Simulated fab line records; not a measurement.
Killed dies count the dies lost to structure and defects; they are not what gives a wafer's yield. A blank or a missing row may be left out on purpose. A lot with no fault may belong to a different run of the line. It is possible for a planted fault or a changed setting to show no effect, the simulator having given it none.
A struck lot beside a sound one || flow nandHarc || 20 out of 1159 route steps
Sound: wafers L979.1, L979.2, L979.3. The struck wafers were L994.2, L994.4, L994.5. Last of all comes the cause.
For every step that has rows: the tool of each side, followed by ch and its chambers, followed by its first start. Under that, the readings that differ: sound wafers || struck wafers || difference of the means || sigmas: that difference in standard deviations of wafers without a fault.
alike: a reading whose means differ by less than 2 such deviations, as well as words and numbers matching on both sides. not compared: withheld readings; readings where some wafer has no value; bounds like >300 that might hide an equal value; numbers whose values overlap and for which the record gives no deviation.
The two part at a step that has a row with sigmas, a row that says differs or no value, or rows on one side only. Numbers that have no deviation but don't overlap get no sigmas and don't part them. A reading that every wafer of one side lacks parts them only if that side has two wafers or more.

NHARC_P_GATE_CD_MEAS_59 targets a cd of 720 nm.
  sound on cdSem-01 ch 0, day 5 15:25; struck on cdSem-02 ch 0, day 9 08:53
  alike: cdNm
then, 1 step without rows for these wafers: NHARC_P_GATE_HARDBAKE_60 (time 80 s).
NHARC_P_GATE_DESCUM_61: chemistry O2, time 3 s.
  sound on rieDiel-01 ch 1,2,3, day 5 15:35; struck on rieDiel-01 ch 2,3, day 9 09:03
  alike: drypumpMotorCurrentA, oesProductAu, rfVppV, showerheadPlenumPTorr, throttleValvePct
  not compared: rfHoursCounterH
after that, 1 step had no rows for these wafers: NHARC_P_GATE_IMPLANT_62.
NHARC_P_GATE_STRIP_112: strips in N2/H2, time 200 s.
  sound on plasmaAsher-01 ch 0,1, day 5 15:57; struck on plasmaAsher-01 ch 0,1, day 9 09:28
  alike: drypumpMotorCurrentA, heaterPowerW
  not compared: rfHoursCounterH
NHARC_P_GATE_STRIP_76: strips in O2.
  sound on plasmaAsher-01 ch 0,1, day 5 16:12; struck on plasmaAsher-01 ch 0,1, day 9 09:41
  alike: drypumpMotorCurrentA, heaterPowerW
  not compared: rfHoursCounterH
then, 6 steps without rows for these wafers: NHARC_P_GATE_STRIP_63 (strips in SPM, time 900 s); NHARC_P_GATE_DEHYDRATE_83 (time 120 s); NHARC_P_GATE_HMDS_84 (time 30 s); NHARC_P_GATE_COAT_85; NHARC_P_GATE_SOFTBAKE_86 (time 95 s); NHARC_P_GATE_EBR_87.
NHARC_P_GATE_EXPOSE_88: exposes mask P HVN, target cd 2000 nm.
  sound on krfScanner-01 ch 0, day 5 16:59; struck on krfScanner-01 ch 0, day 9 10:27
{"reading": "mask", "sound": "P_HVN#0 P_HVN#0 P_HVN#0", "struck": "P_HVN_R1#0 P_HVN_R1#0 P_HVN_R1#0", "difference": "differs", "sigmas": ""}
then, 2 steps without rows for these wafers: NHARC_P_GATE_PEB_89 (peb time 85 s); NHARC_P_GATE_DEVELOP_90 (time 70 s).
NHARC_P_GATE_CD_MEAS_91 targets a cd of 2000 nm.
  sound on cdSem-03 ch 0, day 5 17:08; struck on cdSem-03 ch 0, day 9 10:36
{"reading": "cdNm (nm)", "sound": "1999.4 1999.7 1999.1", "struck": "1906.5 1906.0 1905.8", "difference": -93.3, "sigmas": -67}
then, 1 step without rows for these wafers: NHARC_P_GATE_HARDBAKE_92 (time 80 s).
NHARC_P_GATE_DESCUM_93: chemistry O2, time 3 s.
  sound on rieDiel-01 ch 1,2,3, day 5 17:18; struck on rieDiel-03 ch 1,2,3, day 9 10:45
{"reading": "model.P_GATE.cdNm (nm)", "sound": "1999 2000 1999", "struck": "1907 720.1 1906", "difference": -488, "sigmas": ""}
  alike: drypumpMotorCurrentA, oesProductAu, rfVppV, showerheadPlenumPTorr, throttleValvePct
  not compared: rfHoursCounterH
after that, 1 step had no rows for these wafers: NHARC_P_GATE_IMPLANT_94.
-- record jumps: 14 days between struck wafers' starts before vs after; left off in module P_GATE, resumes in module END, first step shown is number 1159 of the route --
NHARC_END_SORT_01:
  only the struck wafers appear in the record here, on prober-02 ch 0 at day 23 20:40; the sound ones have no rows

## WHERE THEY PART
First at NHARC_P_GATE_EXPOSE_88; last, within this record, at NHARC_END_SORT_01.

WHY: what had been put in by the simulator
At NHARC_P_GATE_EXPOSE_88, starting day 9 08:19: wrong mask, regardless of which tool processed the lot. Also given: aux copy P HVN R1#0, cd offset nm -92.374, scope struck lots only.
